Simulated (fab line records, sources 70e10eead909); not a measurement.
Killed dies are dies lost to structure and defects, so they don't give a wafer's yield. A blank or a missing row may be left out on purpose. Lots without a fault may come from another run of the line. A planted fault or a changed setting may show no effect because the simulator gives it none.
Which tool did it? | flow nand_harc | 14 lots, 42 wafers sampled, at 5 steps of a route of 1159

WHAT THE GAUGES READ, wafer by wafer
NHARC_THIN_TSV_CD_MEAS_33: target cd 5000 nm. Usual: cd_nm 4999.6 nm, standard deviation 1.7.
lot  | measured     | on        | cd_nm (nm)           | flag
L598 | day 19 20:21 | cd_sem-02 | 4999.9 5001.7 5001.9 |
L600 | day 19 22:22 | cd_sem-01 | 5001.9 5000.1 4999.9 |
L604 | day 21 06:31 | cd_sem-03 | 5000.5 4997.9 4998.5 |
L603 | day 21 08:52 | cd_sem-03 | 5001.4 5001.4 4998.9 |
L608 | day 21 13:43 | cd_sem-02 | 4999.8 4999.6 4997.9 |
L611 | day 21 20:55 | cd_sem-02 | 4997.5 5000.4 4998.6 |
L613 | day 23 00:29 | cd_sem-01 | 4999.2 4998.9 5000.4 |
L615 | day 23 08:27 | cd_sem-01 | 4997.6 4996.3 4998.7 |
L612 | day 23 13:16 | cd_sem-02 | 5000.5 5004.2 5003.8 |
L614 | day 23 14:35 | cd_sem-03 | 4998.1 4997.5 4998.3 |
L616 | day 23 15:20 | cd_sem-02 | 5002.8 5002.5 5000.4 |
L620 | day 23 21:53 | cd_sem-02 | 5002.6 4999.2 4999.7 |
L618 | day 23 22:44 | cd_sem-02 | 4998.8 5000.0 5000.7 |
L619 | day 24 03:49 | cd_sem-02 | 4999.4 4998.9 5001.7 |

NHARC_END_SORT_01. Usual: killed_at_array 29, standard deviation 9.4; killed_at_other 0.7, standard deviation 1.3; killed_at_periphery 2.9, standard deviation 2.1; killed_dies 32, standard deviation 9; killed_open 3.3, standard deviation 1.8; killed_short 1.9, standard deviation 1.4.
lot  | measured     | on        | killed_at_array | killed_at_other | killed_at_periphery | killed_dies | killed_open | killed_short | flag
L604 | day 21 23:13 | prober-02 | 110 88 110      | 1 0 2           | 6 5 7               | 117 93 119  | 4 6 3       | 3 4 1        | OFF
L603 | day 21 16:17 | prober-01 | 86 81 87        | 1 0 0           | 1 1 1               | 88 82 88    | 2 1 3       | 2 2 1        | OFF
L608 | day 21 23:14 | prober-01 | 132 91 86       | 0 1 0           | 7 9 7               | 139 101 93  | 4 0 2       | 3 3 0        | OFF
L612 | day 24 06:08 | prober-02 | 40              | 0               | 0                   | 40          | 0           | 1            |

WHICH TOOL RAN EACH LOT (tool, then ch and the chambers of the sampled wafers, then the start)
lot  | NHARC_A_CONTACT_ETCH_132             | NHARC_THIN_TSV_DEGAS_53      | NHARC_THIN_TSV_ETCH_36
L598 | har_cap_etch-02 ch 0,1, day 16 18:08 | pvd_sputter-03, day 19 19:11 | rie_metal-01 ch 0,1, day 19 20:54
L600 | har_cap_etch-02 ch 0,1, day 17 22:09 | pvd_sputter-03, day 19 21:20 | rie_metal-01 ch 0,1, day 19 22:56
L604 | har_cap_etch-02 ch 0,1, day 18 22:46 | pvd_sputter-03, day 21 05:31 | rie_metal-03 ch 0,1, day 21 07:06
L603 | har_cap_etch-02 ch 1, day 19 04:41   | pvd_sputter-03, day 21 07:43 | rie_metal-02 ch 0, day 21 09:30
L608 | har_cap_etch-02 ch 0,1, day 19 09:41 | pvd_sputter-03, day 21 12:35 | rie_metal-03 ch 0,1, day 21 14:16
L611 | har_cap_etch-01 ch 0,1, day 19 21:10 | pvd_sputter-02, day 21 19:49 | rie_metal-03 ch 0,1, day 21 21:30
L613 | har_cap_etch-01 ch 0,1, day 20 09:59 | pvd_sputter-02, day 22 23:20 | rie_metal-01 ch 0,1, day 23 01:04
L615 | har_cap_etch-03 ch 0,1, day 21 01:15 | pvd_sputter-02, day 23 07:20 | rie_metal-03 ch 0,1, day 23 09:01
L612 | har_cap_etch-01 ch 0,1, day 21 04:44 | pvd_sputter-01, day 23 12:08 | rie_metal-03 ch 0,1, day 23 13:49
L614 | har_cap_etch-01 ch 0,1, day 21 08:38 | pvd_sputter-02, day 23 13:24 | rie_metal-01 ch 0,1, day 23 15:08
L616 | har_cap_etch-03 ch 0,1, day 21 10:26 | pvd_sputter-01, day 23 14:19 | rie_metal-03 ch 0,1, day 23 15:55
L620 | har_cap_etch-01 ch 0,1, day 21 19:02 | pvd_sputter-02, day 23 20:52 | rie_metal-02 ch 0,1, day 23 22:27
L618 | har_cap_etch-03 ch 0,1, day 21 19:30 | pvd_sputter-03, day 23 21:25 | rie_metal-01 ch 0,1, day 23 23:19
L619 | har_cap_etch-02 ch 0,1, day 22 00:22 | pvd_sputter-02, day 24 02:40 | rie_metal-02 ch 0,1, day 24 04:21
- NHARC_A_CONTACT_ETCH_132: etches the open film in C4F8/O2/Ar, time 156 s, target depth 958 nm.
- NHARC_THIN_TSV_DEGAS_53: time 60 s.
- NHARC_THIN_TSV_ETCH_36: etches the open film in Cl2/BCl3, target depth 65 nm, time 18.571 s.

WHAT THE TOOLS THEMSELVES READ (means of the sampled wafers that have a number; where no wafer has one, the mark that the record gives instead)
NHARC_THIN_TSV_DEGAS_53. Usual: heater_power_w 493 W, standard deviation 76.
lot  | tool           | heater_power_w (W) | flag
L598 | pvd_sputter-03 | 487                |
L600 | pvd_sputter-03 | 502                |
L604 | pvd_sputter-03 | 518                |
L603 | pvd_sputter-03 | 467                |
L608 | pvd_sputter-03 | 500                |
L611 | pvd_sputter-02 | 530                |
L613 | pvd_sputter-02 | 413                |
L615 | pvd_sputter-02 | 517                |
L612 | pvd_sputter-01 | 516                |
L614 | pvd_sputter-02 | 444                |
L616 | pvd_sputter-01 | 450                |
L620 | pvd_sputter-02 | 493                |
L618 | pvd_sputter-03 | 484                |
L619 | pvd_sputter-02 | 421                |

NHARC_THIN_TSV_ETCH_36. Usual: drypump_motor_current_A 5.7 A, standard deviation 0.55; oes_product_au 1.008 a.u., standard deviation 0.01.
lot  | tool         | drypump_motor_current_A (A) | oes_product_au (a.u.) | flag
L598 | rie_metal-01 | 6.2                         | 1.014                 |
L600 | rie_metal-01 | 6.2                         | 1.013                 |
L604 | rie_metal-03 | 5.4                         | 1.012                 |
L603 | rie_metal-02 | 5.4                         | 1.003                 |
L608 | rie_metal-03 | 5.5                         | 1.020                 |
L611 | rie_metal-03 | 5.5                         | 1.014                 |
L613 | rie_metal-01 | 6.3                         | 1.002                 |
L615 | rie_metal-03 | 5.4                         | 1.010                 |
L612 | rie_metal-03 | 5.5                         | 1.019                 |
L614 | rie_metal-01 | 6.2                         | 1.009                 |
L616 | rie_metal-03 | 5.4                         | 1.009                 |
L620 | rie_metal-02 | 5.2                         | 1.010                 |
L618 | rie_metal-01 | 6.2                         | 0.998                 |
L619 | rie_metal-02 | 5.2                         | 1.007                 |

THE ANSWER, worked out from the rows above alone
Rule: a lot is off if the mean of its wafers that have a number lies more than 3 standard deviations from the usual mean. A lot without any number at a reading at which 4 lots or more have one is off too. The other lots that the step has rows for count as sound. The gauges are gone through in route order, then the tools' own readings, and for those a lot's mean is taken as printed above. The first step at which some lot is off is used, and at that step the reading that is off furthest; a lot without a number counts as furthest.
Off: L604, L603, L608, at NHARC_END_SORT_01 (killed_dies). Neither off nor sound, because the step has no rows for them: L598, L600, L611, L613, L615, L614, L616, L620, L618, L619.
A tool fits if, at a process step before that reading, it ran every lot that is off, and no sound lot after the first of them. The gauges at NHARC_END_SORT_01 are tried like those tools. Can't be told from this: 2 tools fit, har_cap_etch-02 at NHARC_A_CONTACT_ETCH_132, pvd_sputter-03 at NHARC_THIN_TSV_DEGAS_53.

WHAT THE SIMULATOR HAD PUT IN
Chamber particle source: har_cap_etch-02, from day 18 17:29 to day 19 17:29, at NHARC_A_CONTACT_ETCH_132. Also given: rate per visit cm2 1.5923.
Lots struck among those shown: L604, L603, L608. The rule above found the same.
